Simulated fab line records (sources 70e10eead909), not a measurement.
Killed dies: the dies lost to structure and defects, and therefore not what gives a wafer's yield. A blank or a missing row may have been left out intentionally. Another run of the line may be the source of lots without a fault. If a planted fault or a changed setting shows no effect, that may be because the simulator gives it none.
fab line records	flow nand_harc
record: lots: 24	wafers: 72	last_day: 33
route steps=1302 shown A_BLC@1130 A_M0@1149 A_M1@1187 A_BONDPAD@1219
lots that met no fault: from a run of the same line without faults
start_h: start of the lot's first displayed wafer, in hours after the record's first day	wait_h: hours from the lot's prior step to this one	" the same as in the row above	L1.1+2: one row covering several wafers at once	- no value, or no start given	* or withheld: withheld	< > ~ a bound
route shown NAME@n: names a module that has steps shown in the file, with the first one's number in the route	usual: mean and standard deviation over wafers with no fault	same: alike in all rows	chamber/n: place in a boat	sites: per-site readings	_std_site: how widely they spread, as a standard deviation	_edge_site: outer sites' mean less inner sites'	radius_mm: how far each site lies from the wafer's centre	mask NAME#n: copy n	behind: the tool/chamber that last shaped the wafer	hold: what put the lot on hold/how long, in hours/how the hold closed	device: which transistor (n, p or np) failed to switch	end of line: tests run on the same wafers once the route is complete	for a step that has no rows: nothing shown but its recipe	killed: dies that structure and defects cost at the first sort, which is not the same as the wafer's yield	map: the dies of a wafer, with x for killed, . for not killed, _ for no die there
set.NAME: the setting that was run; set.NAME@STEP: the one run at that earlier step	model.NAME: the simulator's own value behind a step, which no gauge read
steps of the route over a sample of lots; a table a step, a row a wafer
services: the hour from which a tool's chamber was out of use, counted from the record's first day as start_h (under 0 if before that day), plus the number of hours and why
== steps ==
step: NHARC_A_BLC_PVD_32
recipe: target_thk_a: 50	chamber_pressure_pa: 5	power_w: 5000	substrate_temp_c: 200	time_s: 17.7	material: Ti
usual: cathode_dc_power_W: 5000.1/0.87	throttle_valve_pct: 29.7/1.1
lot.wafer	tool	chamber	start_h	wait_h	cathode_dc_power_W	throttle_valve_pct
L074.3	pvd_sputter-01	-	-	-	4998.8	27.6
L074.4	"	-	"	"	5000.5	29.4
L074.6	"	-	"	"	5000.1	27.5
L075.4	pvd_sputter-02	-	-	-	4999.0	30.5
L075.3	"	-	"	"	5000.9	28.9
L075.5	"	-	"	"	5000.4	30.3
L076.4	pvd_sputter-02	-	-	-	4999.0	30.4
L076.5	"	-	"	"	4999.1	30.8
L076.6	"	-	"	"	5001.2	30.2
L077.4	pvd_sputter-02	-	-	-	4999.6	30.2
L077.1	"	-	"	"	5000.6	28.7
L077.2	"	-	"	"	5001.3	30.7
L078.2	pvd_sputter-01	-	-	-	4999.2	29.1
L078.4	"	-	"	"	4999.2	29.4
L078.6	"	-	"	"	4999.3	31.2
L080.1	pvd_sputter-03	-	-	-	4999.2	31.3
L080.4	"	-	"	"	5000.1	29.7
L080.5	"	-	"	"	5001.4	30.0
L079.3	pvd_sputter-03	-	-	-	4999.3	30.3
L079.1	"	-	"	"	4999.6	31.3
L079.5	"	-	"	"	5000.4	29.8
L081.2	pvd_sputter-01	-	-	-	4999.5	29.1
L081.4	"	-	"	"	5000.6	27.8
L081.1	"	-	"	"	4999.8	28.9
L082.1	pvd_sputter-02	-	-	-	5001.1	30.4
L082.4	"	-	"	"	5001.9	31.1
L082.6	"	-	"	"	4999.2	30.5
L083.4	pvd_sputter-03	-	-	-	5000.1	27.4
L083.1	"	-	"	"	4999.0	30.8
L083.6	"	-	"	"	4999.4	27.5
L084.1	pvd_sputter-01	-	-	-	5001.0	30.6
L084.5	"	-	"	"	4998.1	28.1
L084.6	"	-	"	"	5001.2	30.8
L086.3	pvd_sputter-03	-	-	-	4999.8	27.5
L086.4	"	-	"	"	5000.8	30.0
L086.6	"	-	"	"	4999.2	29.7
L085.1	pvd_sputter-03	-	-	-	4998.7	29.7
L085.3	"	-	"	"	4999.5	27.3
L085.5	"	-	"	"	4999.9	31.3
L089.3	pvd_sputter-01	-	-	-	4999.7	30.6
L089.2	"	-	"	"	5000.7	29.4
L089.5	"	-	"	"	5000.8	29.4
L087.2	pvd_sputter-03	-	-	-	4999.9	30.0
L087.4	"	-	"	"	4999.1	31.3
L087.6	"	-	"	"	4999.0	30.2
L088.2	pvd_sputter-01	-	-	-	5000.5	29.2
L088.6	"	-	"	"	5000.3	29.5
L088.5	"	-	"	"	5000.0	28.0
L091.2	pvd_sputter-02	-	-	-	4999.3	30.7
L091.3	"	-	"	"	5000.5	28.7
L091.5	"	-	"	"	4999.6	30.4
L090.1	pvd_sputter-02	-	-	-	4999.2	29.2
L090.2	"	-	"	"	5000.4	29.9
L090.6	"	-	"	"	5000.8	30.1
L094.4	pvd_sputter-02	-	-	-	4998.6	30.4
L094.1	"	-	"	"	5000.7	30.4
L094.3	"	-	"	"	5000.1	29.8
L092.4	pvd_sputter-02	-	-	-	4999.7	30.7
L092.5	"	-	"	"	5000.7	30.3
L092.6	"	-	"	"	5000.7	30.0
L093.4	pvd_sputter-03	-	-	-	5001.3	30.9
L093.5	"	-	"	"	5000.8	30.3
L093.6	"	-	"	"	4997.9	29.5
L096.2	pvd_sputter-01	-	-	-	5000.4	28.4
L096.6	"	-	"	"	5000.0	29.6
L096.5	"	-	"	"	4999.9	29.8
L095.2	pvd_sputter-02	-	-	-	5000.7	28.9
L095.1	"	-	"	"	4999.4	29.5
L095.6	"	-	"	"	5001.0	30.7
L097.2	pvd_sputter-01	-	-	-	5000.1	29.4
L097.1	"	-	"	"	4999.4	29.4
L097.5	"	-	"	"	5001.8	28.1
step: NHARC_A_M0_INSPECT_11
usual: raw_defect_count: 96/38
lot.wafer	tool	chamber	start_h	wait_h	raw_defect_count
L074.3	defect_inspect-01	-	513.55	0.0	152
L074.4	"	-	"	"	152
L074.6	"	-	"	"	146
L075.3	defect_inspect-01	-	530.91	0.0	119
L075.4	"	-	"	"	115
L075.5	"	-	"	"	110
L076.4	defect_inspect-01	-	533.72	0.0	74
L076.5	"	-	"	"	76
L076.6	"	-	"	"	69
L077.1	defect_inspect-02	-	538.48	0.0	150
L077.2	"	-	"	"	156
L077.4	"	-	"	"	179
L078.2	defect_inspect-02	-	554.03	0.0	104
L078.4	"	-	"	"	108
L078.6	"	-	"	"	112
L080.1	defect_inspect-02	-	567.41	0.0	70
L080.4	"	-	"	"	70
L080.5	"	-	"	"	65
L079.1	defect_inspect-01	-	571.78	0.0	96
L079.3	"	-	"	"	76
L079.5	"	-	"	"	73
L081.1	defect_inspect-01	-	582.56	0.0	142
L081.2	"	-	"	"	147
L081.4	"	-	"	"	155
L082.1	defect_inspect-02	-	609.75	0.0	131
L082.4	"	-	"	"	125
L082.6	"	-	"	"	147
L083.1	defect_inspect-01	-	611.16	0.0	70
L083.4	"	-	"	"	70
L083.6	"	-	"	"	59
L084.1	defect_inspect-02	-	612.57	0.0	63
L084.5	"	-	"	"	109
L084.6	"	-	"	"	91
L086.3	defect_inspect-01	-	624.09	0.0	100
L086.4	"	-	"	"	97
L086.6	"	-	"	"	72
L085.1	defect_inspect-02	-	625.88	0.0	74
L085.3	"	-	"	"	76
L085.5	"	-	"	"	85
L089.2	defect_inspect-01	-	646.53	0.0	42
L089.3	"	-	"	"	45
L089.5	"	-	"	"	43
L087.2	defect_inspect-01	-	654.70	0.0	66
L087.4	"	-	"	"	84
L087.6	"	-	"	"	75
L088.2	defect_inspect-02	-	654.85	0.0	71
L088.5	"	-	"	"	55
L088.6	"	-	"	"	69
L091.2	defect_inspect-01	-	678.12	0.0	117
L091.3	"	-	"	"	131
L091.5	"	-	"	"	114
L090.1	defect_inspect-01	-	694.91	0.0	153
L090.2	"	-	"	"	139
L090.6	"	-	"	"	149
L094.1	defect_inspect-01	-	713.76	0.0	118
L094.3	"	-	"	"	142
L094.4	"	-	"	"	139
L092.4	defect_inspect-01	-	715.73	0.0	72
L092.5	"	-	"	"	66
L092.6	"	-	"	"	39
L093.4	defect_inspect-01	-	716.80	0.0	73
L093.5	"	-	"	"	67
L093.6	"	-	"	"	72
L096.2	defect_inspect-02	-	724.32	0.0	134
L096.5	"	-	"	"	111
L096.6	"	-	"	"	125
L095.1	defect_inspect-01	-	730.12	0.0	13
L095.2	"	-	"	"	16
L095.6	"	-	"	"	21
L097.1	defect_inspect-01	-	743.96	0.0	79
L097.2	"	-	"	"	73
L097.5	"	-	"	"	76
step: NHARC_A_M0_PRE_CLEAN_29
recipe: time_s: 30	temp_c: 280	gas: H2/He
usual: heater_power_w: 410/57	susceptor_temp_C: 280.01/0.18
lot.wafer	tool	chamber	start_h	wait_h	heater_power_w	susceptor_temp_C
L074.4	pvd_sputter-03	-	-	-	432	279.92
L074.3	"	-	"	"	432	279.96
L074.6	"	-	"	"	414	279.86
L075.4	pvd_sputter-01	-	-	-	504	280.15
L075.3	"	-	"	"	428	279.98
L075.5	"	-	"	"	515	280.14
L076.4	pvd_sputter-02	-	-	-	330	279.85
L076.6	"	-	"	"	332	280.10
L076.5	"	-	"	"	370	280.00
L077.2	pvd_sputter-02	-	-	-	338	-
L077.1	"	-	"	"	373	-
L077.4	"	-	"	"	436	-
L078.2	pvd_sputter-01	-	-	-	438	280.05
L078.4	"	-	"	"	429	280.02
L078.6	"	-	"	"	427	279.98
L080.1	pvd_sputter-02	-	-	-	363	280.08
L080.4	"	-	"	"	329	280.00
L080.5	"	-	"	"	368	280.09
L079.3	pvd_sputter-03	-	-	-	445	279.99
L079.1	"	-	"	"	446	279.85
L079.5	"	-	"	"	393	279.76
L081.2	pvd_sputter-02	-	-	-	342	280.08
L081.1	"	-	"	"	428	280.11
L081.4	"	-	"	"	325	280.02
L082.4	pvd_sputter-01	-	-	-	361	279.84
L082.1	"	-	"	"	506	280.04
L082.6	"	-	"	"	457	280.30
L083.1	pvd_sputter-03	-	-	-	396	280.00
L083.4	"	-	"	"	438	279.85
L083.6	"	-	"	"	438	279.88
L084.1	pvd_sputter-02	-	-	-	345	279.88
L084.6	"	-	"	"	430	280.35
L084.5	"	-	"	"	328	280.06
L086.4	pvd_sputter-01	-	-	-	450	280.05
L086.3	"	-	"	"	354	280.16
L086.6	"	-	"	"	450	279.91
L085.3	pvd_sputter-01	-	-	-	477	280.20
L085.1	"	-	"	"	448	279.93
L085.5	"	-	"	"	503	280.32
L089.2	pvd_sputter-01	-	-	-	512	279.90
L089.3	"	-	"	"	474	279.97
L089.5	"	-	"	"	505	280.08
L087.4	pvd_sputter-01	-	-	-	467	279.93
L087.2	"	-	"	"	453	280.23
L087.6	"	-	"	"	473	279.87
L088.2	pvd_sputter-03	-	-	-	448	280.00
L088.5	"	-	"	"	437	279.98
L088.6	"	-	"	"	434	279.82
L091.2	pvd_sputter-02	-	-	-	340	279.96
L091.3	"	-	"	"	370	280.50
L091.5	"	-	"	"	417	279.84
L090.1	pvd_sputter-02	-	-	-	405	279.89
L090.2	"	-	"	"	364	280.17
L090.6	"	-	"	"	336	279.80
L094.1	pvd_sputter-01	-	-	-	509	280.11
L094.4	"	-	"	"	466	279.77
L094.3	"	-	"	"	361	280.42
L092.4	pvd_sputter-01	-	-	-	456	279.83
L092.5	"	-	"	"	483	280.12
L092.6	"	-	"	"	448	280.20
L093.4	pvd_sputter-02	-	-	-	333	279.88
L093.5	"	-	"	"	350	279.80
L093.6	"	-	"	"	415	279.71
L096.2	pvd_sputter-02	-	-	-	342	280.12
L096.5	"	-	"	"	347	280.13
L096.6	"	-	"	"	407	280.05
L095.1	pvd_sputter-03	-	-	-	427	280.18
L095.2	"	-	"	"	444	279.89
L095.6	"	-	"	"	424	279.69
L097.2	pvd_sputter-02	-	-	-	339	280.07
L097.1	"	-	"	"	345	279.87
L097.5	"	-	"	"	336	279.88
step: NHARC_A_M1_ETCH_28
recipe: target_depth_a: 300	over_etch_frac: 0.3	time_s: 72.99	ion_energy_ev: 150	cf4_flow_sccm: 50	n2_flow_sccm: 100	ar_flow_sccm: 150	rf_w: 300	bias_w: 100	chemistry: CF4/N2
usual: drypump_motor_current_A: 5.7/0.49	mfc_ar_sccm: 150.0/0.46	oes_product_au: 1.001/0.0082	rf_vpp_V: 313.4/1.8	showerhead_plenum_p_Torr: 2.58/0.093	throttle_valve_pct: 19.795/0.009
lot.wafer	tool	chamber	start_h	wait_h	drypump_motor_current_A	mfc_ar_sccm	oes_product_au	rf_hours_counter_h	rf_vpp_V	showerhead_plenum_p_Torr	throttle_valve_pct
L074.4	rie_diel-01	1	-	-	6.6	149.6	1.009	4.5	313.2	2.60	19.795
L074.3	"	2	"	"	5.6	150.0	0.992	6.3	317.2	2.74	19.802
L074.6	"	1	"	"	6.6	150.2	1.012	-	315.9	2.60	19.804
L075.4	rie_diel-05	0	-	-	5.8	149.2	1.003	3.5	315.2	2.69	19.785
L075.3	"	2	"	"	4.9	150.3	0.999	4.1	313.4	2.47	19.793
L075.5	"	0	"	"	5.8	148.9	1.000	-	314.9	2.69	19.806
L076.4	rie_diel-05	0	-	-	5.8	150.1	1.005	3.6	314.2	2.69	19.799
L076.6	"	0	"	"	5.8	149.6	1.004	-	314.0	2.69	19.798
L076.5	"	1	"	"	6.2	149.4	0.997	-	313.4	2.57	19.793
L077.2	rie_diel-05	0	-	-	5.8	150.2	1.015	3.7	315.0	2.69	19.806
L077.4	"	1	"	"	6.2	149.5	1.006	4.2	313.6	2.57	19.780
L077.1	"	3	"	"	6.0	150.7	1.007	3.8	311.7	2.47	19.806
L078.2	rie_diel-06	3	-	-	5.8	149.8	1.012	5.4	312.5	2.56	19.801
L078.4	"	1	"	"	5.4	149.9	1.002	2.5	315.5	2.68	19.806
L078.6	"	3	"	"	5.7	150.3	1.016	-	311.3	2.56	19.796
L080.1	rie_diel-06	1	-	-	5.4	150.2	0.987	3.8	315.3	2.68	19.781
L080.5	"	1	"	"	5.4	150.1	0.990	-	314.4	2.68	19.794
L080.4	"	2	"	"	6.1	150.1	1.004	-	312.3	2.59	19.801
L079.3	rie_diel-05	2	-	-	4.9	150.1	0.992	4.8	310.3	2.47	19.796
L079.1	"	3	"	"	6.0	149.6	1.004	4.4	312.8	2.47	19.790
L079.5	"	2	"	"	4.9	149.6	0.992	-	310.1	2.47	19.778
L081.1	rie_diel-01	0	-	-	5.3	150.3	1.004	1.5	311.7	2.49	19.789
L081.4	"	1	"	"	6.6	150.2	0.997	1.2	313.8	2.60	19.778
L081.2	"	2	"	"	5.5	149.8	0.992	0.8	316.1	2.74	19.796
L082.1	rie_diel-01	1	-	-	6.5	149.8	1.005	2.1	312.5	2.60	19.791
L082.4	"	2	"	"	5.6	149.7	1.001	1.6	315.8	2.74	19.793
L082.6	"	0	"	"	5.3	151.0	1.012	-	311.0	2.49	19.796
L083.1	rie_diel-05	3	-	-	6.0	149.2	0.995	0.8	312.3	2.47	19.807
L083.4	"	0	"	"	5.8	150.0	1.004	0.9	314.6	2.69	19.806
L083.6	"	1	"	"	6.2	149.1	0.990	-	313.6	2.57	19.785
L084.1	rie_diel-06	3	-	-	5.8	149.7	1.011	8.5	313.2	2.56	19.790
L084.6	"	1	"	"	5.4	150.0	0.988	-	316.2	2.68	19.801
L084.5	"	2	"	"	6.1	150.6	0.998	-	315.3	2.59	19.803
L086.3	rie_diel-05	2	-	-	4.9	150.3	0.992	1.0	310.3	2.47	19.802
L086.4	"	0	"	"	5.8	150.1	1.006	1.0	313.3	2.69	19.794
L086.6	"	1	"	"	6.2	149.4	0.998	-	314.1	2.57	19.790
L085.3	rie_diel-01	0	-	-	5.3	150.5	0.994	3.7	312.9	2.49	19.811
L085.1	"	1	"	"	6.6	150.2	1.001	3.6	313.9	2.60	19.788
L085.5	"	0	"	"	5.3	150.5	0.994	-	313.1	2.49	19.793
L089.3	rie_diel-05	3	-	-	6.0	149.6	1.006	1.6	311.7	2.47	19.801
L089.2	"	0	"	"	5.8	150.9	1.017	1.7	316.5	2.69	19.793
L089.5	"	2	"	"	4.9	150.4	0.998	-	311.9	2.47	19.790
L087.2	rie_diel-06	3	-	-	5.7	150.0	1.007	11.5	312.4	2.55	19.806
L087.4	"	0	"	"	6.1	151.0	0.993	10.6	316.6	2.76	19.796
L087.6	"	1	"	"	5.4	149.6	0.998	-	316.0	2.68	19.810
L088.2	rie_diel-01	2	-	-	5.6	150.1	1.017	4.4	316.5	2.74	19.812
L088.6	"	1	"	"	6.6	150.2	1.007	-	314.0	2.60	19.786
L088.5	"	2	"	"	5.6	150.5	1.010	-	315.3	2.74	19.798
L091.2	rie_diel-05	1	-	-	6.2	150.3	1.003	3.0	311.8	2.57	19.790
L091.3	"	3	"	"	6.0	150.0	1.003	2.6	312.3	2.47	19.775
L091.5	"	0	"	"	5.8	149.8	1.010	-	315.8	2.69	19.810
L090.2	rie_diel-05	1	-	-	6.2	149.8	1.000	3.6	313.6	2.57	19.793
L090.1	"	2	"	"	4.9	150.6	0.993	3.3	311.8	2.47	19.797
L090.6	"	1	"	"	6.2	149.2	0.999	-	312.1	2.57	19.797
L094.1	rie_diel-05	0	-	-	5.8	150.9	0.994	4.3	316.1	2.69	19.788
L094.4	"	1	"	"	6.2	149.7	0.996	4.3	312.6	2.57	19.790
L094.3	"	2	"	"	4.9	149.8	0.988	4.0	312.6	2.47	19.799
L092.4	rie_diel-01	0	-	-	5.3	151.0	1.002	8.3	313.4	2.49	19.795
L092.5	"	0	"	"	5.3	150.6	1.003	-	312.1	2.49	19.776
L092.6	"	1	"	"	6.5	149.8	1.006	-	313.3	2.59	19.795
L093.4	rie_diel-06	0	-	-	6.1	149.4	1.007	2.8	317.1	2.75	19.773
L093.6	"	2	"	"	6.1	150.5	1.001	-	313.2	2.59	19.806
L093.5	"	3	"	"	5.8	150.1	1.007	-	312.5	2.55	19.778
L096.2	rie_diel-05	0	-	-	5.8	149.7	1.014	4.9	315.9	2.69	19.793
L096.5	"	0	"	"	5.8	149.9	0.992	-	315.8	2.69	19.794
L096.6	"	1	"	"	6.2	150.1	1.005	-	314.1	2.57	19.796
L095.2	rie_diel-05	2	734.85	-	4.9	149.9	0.987	4.6	311.7	2.47	19.795
L095.1	"	3	"	"	6.0	150.1	0.994	4.6	312.3	2.47	19.795
L095.6	"	2	"	"	4.9	149.9	0.994	-	311.5	2.47	19.802
L097.1	rie_diel-05	1	-	-	6.2	149.3	1.005	5.2	311.9	2.57	19.793
L097.2	"	2	"	"	4.9	149.6	0.994	4.9	312.3	2.47	19.809
L097.5	"	2	"	"	4.9	149.6	0.990	-	311.8	2.47	19.795
step: NHARC_A_M1_PVD_20
recipe: target_thk_a: 50	bias_v: 168.6	power_w: 15000	chamber_pressure_pa: 0.12	time_s: 8.06	substrate_temp_c: 50	material: TaN
usual: cathode_dc_power_W: 15000/2.7	throttle_valve_pct: 29.7/1.1
lot.wafer	tool	chamber	start_h	wait_h	cathode_dc_power_W	throttle_valve_pct
L074.3	pvd_sputter-02	-	-	-	14997	30.7
L074.4	"	-	"	"	14997	30.3
L074.6	"	-	"	"	14999	30.6
L075.4	pvd_sputter-01	-	-	-	15002	29.5
L075.3	"	-	"	"	14996	28.0
L075.5	"	-	"	"	14999	29.1
L076.4	pvd_sputter-03	-	-	-	15003	31.1
L076.6	"	-	"	"	15000	27.1
L076.5	"	-	"	"	14999	31.2
L077.4	pvd_sputter-02	-	-	-	14999	28.6
L077.2	"	-	"	"	14998	30.9
L077.1	"	-	"	"	15002	30.5
L078.2	pvd_sputter-03	-	-	-	15001	27.2
L078.4	"	-	"	"	15002	29.8
L078.6	"	-	"	"	15000	29.8
L080.1	pvd_sputter-02	-	-	-	15004	28.8
L080.4	"	-	"	"	14999	30.5
L080.5	"	-	"	"	15000	28.8
L079.3	pvd_sputter-03	-	-	-	15001	30.1
L079.1	"	-	"	"	15003	31.2
L079.5	"	-	"	"	15003	29.9
L081.4	pvd_sputter-03	-	-	-	15003	27.3
L081.2	"	-	"	"	14998	31.1
L081.1	"	-	"	"	15000	29.9
L082.1	pvd_sputter-01	-	-	-	15002	29.4
L082.4	"	-	"	"	14995	28.3
L082.6	"	-	"	"	14998	29.6
L083.4	pvd_sputter-02	-	-	-	14995	30.5
L083.1	"	-	"	"	15002	29.0
L083.6	"	-	"	"	14999	30.7
L084.1	pvd_sputter-01	-	-	-	14998	29.3
L084.5	"	-	"	"	14999	30.8
L084.6	"	-	"	"	15002	29.3
L086.4	pvd_sputter-03	-	-	-	14999	30.0
L086.3	"	-	"	"	15004	30.2
L086.6	"	-	"	"	15003	29.8
L085.1	pvd_sputter-03	-	-	-	14999	29.8
L085.3	"	-	"	"	15006	29.9
L085.5	"	-	"	"	14998	30.1
L089.3	pvd_sputter-03	-	-	-	14998	27.2
L089.2	"	-	"	"	15001	30.0
L089.5	"	-	"	"	14999	27.3
L087.4	pvd_sputter-01	-	-	-	14999	29.3
L087.2	"	-	"	"	14998	29.4
L087.6	"	-	"	"	14995	29.3
L088.2	pvd_sputter-02	-	-	-	15002	30.3
L088.5	"	-	"	"	15002	30.6
L088.6	"	-	"	"	14999	29.6
L091.2	pvd_sputter-01	-	-	-	15008	29.4
L091.3	"	-	"	"	15000	30.9
L091.5	"	-	"	"	14998	29.4
L090.1	pvd_sputter-01	-	-	-	14998	30.9
L090.2	"	-	"	"	15000	29.4
L090.6	"	-	"	"	15003	30.9
L094.1	pvd_sputter-03	-	-	-	15002	30.7
L094.3	"	-	"	"	14998	30.4
L094.4	"	-	"	"	15001	29.6
L092.4	pvd_sputter-02	-	-	-	14999	30.3
L092.5	"	-	"	"	14998	29.7
L092.6	"	-	"	"	14999	30.4
L093.4	pvd_sputter-02	-	-	-	14997	29.2
L093.6	"	-	"	"	15002	28.8
L093.5	"	-	"	"	14999	30.5
L096.2	pvd_sputter-02	-	-	-	14999	30.4
L096.5	"	-	"	"	14998	29.7
L096.6	"	-	"	"	15000	30.3
L095.2	pvd_sputter-01	-	-	-	15002	29.5
L095.1	"	-	"	"	15001	28.4
L095.6	"	-	"	"	15001	29.4
L097.1	pvd_sputter-03	-	-	-	14997	30.9
L097.2	"	-	"	"	14997	29.9
L097.5	"	-	"	"	15003	28.1
step: NHARC_A_BONDPAD_ETCH_34
recipe: target_depth_a: 600	overetch_a: 180	time_s: 65.91	ion_energy_ev: 200	n2_flow_sccm: 150	h2_flow_sccm: 150	ar_flow_sccm: 0	rf_w: 400	bias_w: 150	chemistry: N2/H2
usual: drypump_motor_current_A: 5.8/0.61	mfc_ar_sccm: 0.011/0.011	oes_product_au: 0.999/0.0064	rf_vpp_V: 432.4/2.4	showerhead_plenum_p_Torr: 2.11/0.087	throttle_valve_pct: 14.171/0.0083
lot.wafer	tool	chamber	start_h	wait_h	drypump_motor_current_A	mfc_ar_sccm	oes_product_au	rf_hours_counter_h	rf_vpp_V	showerhead_plenum_p_Torr	throttle_valve_pct
L074.3	rie_diel-09	1	522.96	0.1	6.5	0.010	1.009	3	428.0	1.99	14.169
L074.4	"	2	"	"	5.1	0.020	0.985	2	428.6	2.00	14.176
L074.6	"	0	"	"	6.4	0	1.003	-	432.2	2.11	14.153
L075.4	rie_diel-10	2	539.94	0.1	6.1	0.029	0.993	3	432.0	2.13	14.184
L075.3	"	1	"	"	4.8	0	0.990	4	434.2	2.21	14.159
L075.5	"	2	"	"	6.1	0.029	0.995	-	434.1	2.13	14.172
L076.4	rie_diel-10	2	542.97	0.1	6.1	0.029	0.994	4	432.8	2.13	14.189
L076.6	"	1	"	"	4.8	0	1.002	-	434.2	2.21	14.176
L076.5	"	2	"	"	6.1	0.029	1.001	-	433.5	2.13	14.164
L077.4	rie_diel-10	1	547.63	0.1	4.8	0	1.003	4	435.1	2.21	14.161
L077.2	"	2	"	"	6.1	0.029	1.002	4	433.9	2.13	14.199
L077.1	"	3	"	"	5.6	0.016	1.008	4	435.2	2.20	14.165
L078.4	rie_diel-10	1	563.34	0.1	4.8	0	1.003	4	434.3	2.21	14.161
L078.2	"	2	"	"	6.1	0.029	1.005	4	433.4	2.13	14.184
L078.6	"	0	"	"	6.4	0.002	1.001	-	429.1	1.99	14.174
L080.1	rie_diel-10	3	577.01	0.1	5.6	0.016	0.997	4	435.4	2.20	14.165
L080.4	"	0	"	"	6.4	0.002	0.997	5	428.9	1.99	14.158
L080.5	"	2	"	"	6.1	0.029	1.004	-	432.0	2.13	14.164
L079.1	rie_diel-10	0	580.91	0.1	6.5	0.002	0.996	5	429.4	1.99	14.178
L079.3	"	1	"	"	4.8	0	1.002	5	434.8	2.21	14.163
L079.5	"	3	"	"	5.5	0.016	1.006	-	433.6	2.20	14.165
L081.2	rie_diel-09	2	592.15	0.1	5.1	0.020	0.993	15	429.7	2.00	14.160
L081.1	"	3	"	"	5.5	0	0.999	15	433.3	2.11	14.172
L081.4	"	3	"	"	5.5	0	1.014	-	433.1	2.11	14.167
L082.1	rie_diel-10	3	618.69	0.1	5.6	0.016	0.994	0	433.8	2.20	14.189
L082.4	"	0	"	"	6.4	0.002	1.001	0	428.2	1.98	14.156
L082.6	"	3	"	"	5.6	0.016	0.999	-	433.9	2.20	14.179
L083.1	rie_diel-10	0	620.11	0.1	6.4	0.002	0.993	0	428.6	1.99	14.173
L083.4	"	1	"	"	4.8	0	1.000	0	435.3	2.21	14.171
L083.6	"	0	"	"	6.5	0.002	0.992	-	428.6	1.99	14.172
L084.1	rie_diel-10	2	621.38	0.1	6.1	0.029	0.999	0	432.5	2.13	14.173
L084.6	"	3	"	"	5.6	0.016	1.001	-	435.0	2.20	14.177
L084.5	"	0	"	"	6.5	0.002	0.997	-	429.4	1.99	14.167
L086.3	rie_diel-09	3	632.87	0.1	5.5	0	0.993	22	433.6	2.10	14.161
L086.4	"	0	"	"	6.4	0	0.995	19	432.6	2.11	14.174
L086.6	"	2	"	"	5.1	0.020	0.988	-	430.0	1.99	14.173
L085.1	rie_diel-09	0	634.87	0.1	6.4	0	0.994	19	433.8	2.11	14.161
L085.3	"	2	"	"	5.1	0.020	0.995	22	431.0	1.99	14.154
L085.5	"	1	"	"	6.5	0.010	0.995	-	429.3	1.98	14.171
L089.2	rie_diel-10	2	655.70	0.1	6.1	0.029	0.994	1	431.4	2.13	14.173
L089.3	"	0	"	"	6.4	0.002	1.006	1	427.5	1.98	14.173
L089.5	"	3	"	"	5.6	0.016	1.000	-	433.2	2.20	14.176
L087.4	rie_diel-09	1	663.62	0.1	6.6	0.010	1.004	23	428.7	1.98	14.177
L087.2	"	3	"	"	5.4	0	0.996	25	434.3	2.10	14.163
L087.6	"	1	"	"	6.6	0.010	1.002	-	429.3	1.98	14.168
L088.2	rie_diel-10	2	663.79	0.1	6.1	0.029	1.002	2	432.1	2.13	14.175
L088.5	"	1	"	"	4.8	0	1.000	-	434.5	2.20	14.164
L088.6	"	2	"	"	6.1	0.029	1.005	-	432.8	2.13	14.176
L091.3	rie_diel-09	0	686.82	0.1	6.4	0	0.988	1	433.0	2.11	14.180
L091.2	"	3	"	"	5.5	0	0.993	1	432.1	2.10	14.173
L091.5	"	1	"	"	6.6	0.010	0.995	-	427.9	1.98	14.176
L090.2	rie_diel-10	1	703.88	0.1	4.8	0	1.004	3	434.5	2.20	14.159
L090.1	"	3	"	"	5.6	0.016	0.999	3	433.8	2.19	14.179
L090.6	"	1	"	"	4.8	0	1.003	-	434.1	2.20	14.166
L094.4	rie_diel-10	1	722.72	0.1	4.8	0	1.009	3	436.9	2.20	14.175
L094.1	"	2	"	"	6.1	0.029	1.001	3	432.2	2.13	14.154
L094.3	"	0	"	"	6.5	0.002	1.011	3	428.2	1.98	14.166
L092.4	rie_diel-10	0	724.54	0.1	6.5	0.002	0.986	3	429.1	1.98	14.176
L092.5	"	2	"	"	6.1	0.029	1.000	-	433.2	2.13	14.168
L092.6	"	3	"	"	5.6	0.016	1.006	-	434.7	2.19	14.179
L093.4	rie_diel-10	3	725.63	0.1	5.5	0.016	1.007	3	436.2	2.20	14.164
L093.6	"	3	"	"	5.6	0.016	1.005	-	434.6	2.19	14.176
L093.5	"	0	"	"	6.5	0.002	1.016	-	428.5	1.98	14.177
L096.2	rie_diel-10	1	733.63	0.1	4.8	0	1.002	4	435.8	2.20	14.183
L096.6	"	3	"	"	5.6	0.016	0.996	-	433.6	2.19	14.164
L096.5	"	0	"	"	6.5	0.002	0.995	-	429.6	1.98	14.175
L095.2	rie_diel-10	2	738.91	0.1	6.1	0.029	0.998	4	433.3	2.13	14.186
L095.1	"	3	"	"	5.6	0.016	1.006	4	435.6	2.19	14.180
L095.6	"	1	"	"	4.8	0	1.004	-	434.0	2.20	14.169
L097.2	rie_diel-09	0	753.09	0.1	6.4	0	0.993	14	434.0	2.10	14.174
L097.1	"	2	"	"	5.1	0.020	0.992	11	429.4	1.99	14.175
L097.5	"	0	"	"	6.4	0	0.989	-	432.3	2.10	14.166
== services ==
tool	chamber	start_h	hours	kind
pvd_sputter-03	-	489.40	4.5	repair
rie_diel-09	2	497.25	9.1	repair
rie_diel-09	-	497.34	9.0	pm
rie_diel-05	-	523.92	0.6	repair
pvd_sputter-03	-	526.02	10.0	pm
rie_diel-01	1	554.30	4.7	repair
rie_diel-01	-	557.80	9.0	pm
rie_diel-01	2	577.92	3.0	repair
rie_diel-05	3	578.11	1.8	repair
rie_diel-09	0	581.81	9.6	repair
rie_diel-05	-	583.60	9.0	pm
rie_diel-09	1	587.72	7.1	repair
rie_diel-10	-	596.50	9.0	pm
pvd_sputter-02	-	647.00	10.0	pm
pvd_sputter-01	-	650.57	1.7	repair
rie_diel-05	2	669.99	3.3	repair
rie_diel-09	-	674.34	9.0	pm
rie_diel-05	3	701.41	4.4	repair
pvd_sputter-03	-	704.02	10.0	pm
pvd_sputter-02	-	705.67	2.7	repair
pvd_sputter-02	-	735.05	1.4	repair
rie_diel-09	2	739.15	4.5	repair
pvd_sputter-02	-	742.51	1.9	repair
rie_diel-05	3	744.49	2.1	repair
== key ==
fault none
